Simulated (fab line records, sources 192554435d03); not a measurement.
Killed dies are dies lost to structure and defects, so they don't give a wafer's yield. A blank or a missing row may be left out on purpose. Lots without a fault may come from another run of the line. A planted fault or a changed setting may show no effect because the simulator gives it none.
Chamber matching | flow n5_finfet | N5_FIN_SAQP_SPACER1_ALD_24 on ald_sin-02: 4 sister chambers
The step deposits SiO2, target thk 20.3 nm, pulse time 1 s, purge time 2 s. 4 wafers are shown with their chamber, then 11 later ones without.

WAFERS WITH THEIR CHAMBER
wafer  | chamber | heater_power_w (W)
L086.4 | 0       | 475
L088.1 | 1       | 467
L088.2 | 2       | 485
L090.3 | 3       | 467

WAFERS WITHOUT THEIR CHAMBER
wafer  | heater_power_w (W)
L090.4 | 488
L090.6 | 472
L091.1 | 481
L091.2 | 476
L091.3 | 483
L091.4 | 467
L091.5 | 475
L091.6 | 468
L093.4 | 474
L093.5 | 463
L093.6 | 476

WHICH CHAMBER EACH WENT THROUGH
wafer  | from the rows above          | in truth
L090.4 | 2                            | 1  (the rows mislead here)
L090.6 | can't be placed: 0 or 1 or 3 | 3
L091.1 | can't be placed: 2 or 0      | 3
L091.2 | 0                            | 0
L091.3 | 2                            | 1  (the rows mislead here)
L091.4 | can't be placed: 1 or 3      | 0
L091.5 | 0                            | 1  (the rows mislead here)
L091.6 | can't be placed: 1 or 3      | 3
L093.4 | 0                            | 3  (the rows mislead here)
L093.5 | can't be placed: 1 or 3      | 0
L093.6 | 0                            | 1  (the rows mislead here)
Placed correctly: 1 of 11. Can't be placed from these rows: 5 (the true chamber is among the candidates in 2). Placed wrongly: 5.
How it was worked out, from the rows above alone: a wafer's distance from a chamber is the root of the sum, over the readings, of the square of ((its reading less the chamber's mean) divided by the reading's scatter). The wafer belongs to the nearest chamber; if the next one is less than 2 further off, it can't be placed. A chamber's mean is the mean of its shown wafers. The scatter: with one shown wafer a chamber, the root of the mean of the squares of how far each hidden wafer lies from its nearest shown one.
